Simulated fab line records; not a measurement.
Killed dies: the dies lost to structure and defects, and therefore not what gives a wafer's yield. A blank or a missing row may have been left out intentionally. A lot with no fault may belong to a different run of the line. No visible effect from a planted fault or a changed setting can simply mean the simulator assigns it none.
Matching of chambers + flow n5-finfet + N5_BEOL_M11_ETCH_61 on rie-diel-06: 4 sister chambers
The step etches SiARC in CF4, target depth 39 nm, time 65 s. 20 wafers are shown with their chamber, then 10 later ones without.

== WAFERS, EACH WITH ITS CHAMBER ==
| wafer  | chamber | drypump-motor-current-A (A) | showerhead-plenum-p-Torr (Torr) | throttle-valve-pct (%) |
|--------|---------|-----------------------------|---------------------------------|------------------------|
| L075.1 | 2       | 4.8                         | 2.27                            | 15.47                  |
| L075.3 | 1       | 5.5                         | 1.98                            | 15.51                  |
| L075.5 | 2       | 4.8                         | 2.27                            | 15.47                  |
| L076.2 | 1       | 5.5                         | 1.98                            | 15.52                  |
| L076.3 | 0       | 5.6                         | 2.20                            | 15.86                  |
| L076.5 | 2       | 4.8                         | 2.27                            | 15.47                  |
| L081.1 | 3       | 6.1                         | 2.10                            | 15.30                  |
| L081.3 | 0       | 5.6                         | 2.19                            | 15.87                  |
| L081.6 | 2       | 4.8                         | 2.27                            | 15.50                  |
| L079.2 | 1       | 5.5                         | 1.98                            | 15.54                  |
| L079.3 | 2       | 4.8                         | 2.27                            | 15.50                  |
| L079.6 | 0       | 5.6                         | 2.19                            | 15.89                  |
| L083.3 | 3       | 6.1                         | 2.10                            | 15.30                  |
| L083.4 | 1       | 5.6                         | 1.98                            | 15.54                  |
| L083.5 | 3       | 6.1                         | 2.10                            | 15.32                  |
| L086.1 | 1       | 5.5                         | 1.98                            | 15.55                  |
| L086.4 | 3       | 6.1                         | 2.09                            | 15.33                  |
| L086.6 | 2       | 4.8                         | 2.26                            | 15.50                  |
| L088.2 | 2       | 4.8                         | 2.26                            | 15.52                  |
| L088.5 | 2       | 4.8                         | 2.26                            | 15.50                  |

SIGNATURES (averages over the wafers above)
| reading                  | chamber 0 | chamber 1 | chamber 2 | chamber 3 | scatter within a chamber |
|--------------------------|-----------|-----------|-----------|-----------|--------------------------|
| drypump-motor-current-A  | 5.600     | 5.520     | 4.800     | 6.100     | 0.0224                   |
| showerhead-plenum-p-Torr | 2.1933    | 1.9800    | 2.2662    | 2.0975    | 0.00454                  |
| throttle-valve-pct       | 15.8733   | 15.5320   | 15.4913   | 15.3125   | 0.0172                   |
Rule: for each reading, subtract the chamber's mean from the wafer's reading, divide by that reading's scatter and square the result; add these up over the readings and take the root, which gives the wafer's distance from the chamber. If the next closest chamber is less than 2 further off than the closest, the wafer can't be placed; otherwise it belongs to the closest. How the scatter is found: for the shown wafers, subtract from each reading the mean of its chamber, square and add these, divide the total by (wafers less chambers), then take the root.

== WAFERS WITH NO CHAMBER GIVEN ==
| wafer  | drypump-motor-current-A (A) | showerhead-plenum-p-Torr (Torr) | throttle-valve-pct (%) |
|--------|-----------------------------|---------------------------------|------------------------|
| L088.6 | 5.5                         | 1.98                            | 15.56                  |
| L087.1 | 5.6                         | 2.19                            | 15.89                  |
| L087.4 | 5.5                         | 1.98                            | 15.56                  |
| L087.5 | 4.8                         | 2.26                            | 15.51                  |
| L090.1 | 5.5                         | 1.97                            | 15.59                  |
| L090.2 | 6.2                         | 2.09                            | 15.33                  |
| L090.6 | 4.8                         | 2.26                            | 15.51                  |
| L096.2 | 5.6                         | 2.18                            | 15.93                  |
| L096.3 | 4.8                         | 2.26                            | 15.55                  |
| L096.5 | 5.6                         | 2.18                            | 15.93                  |

== WHICH CHAMBER EACH WENT THROUGH ==
| wafer  | from the rows above | in truth |
|--------|---------------------|----------|
| L088.6 | 1                   | 1        |
| L087.1 | 0                   | 0        |
| L087.4 | 1                   | 1        |
| L087.5 | 2                   | 2        |
| L090.1 | 1                   | 1        |
| L090.2 | 3                   | 3        |
| L090.6 | 2                   | 2        |
| L096.2 | 0                   | 0        |
| L096.3 | 2                   | 2        |
| L096.5 | 0                   | 0        |
Correct placement for 10 of the 10. Can't be placed from these rows: 0. Wrongly placed: 0.
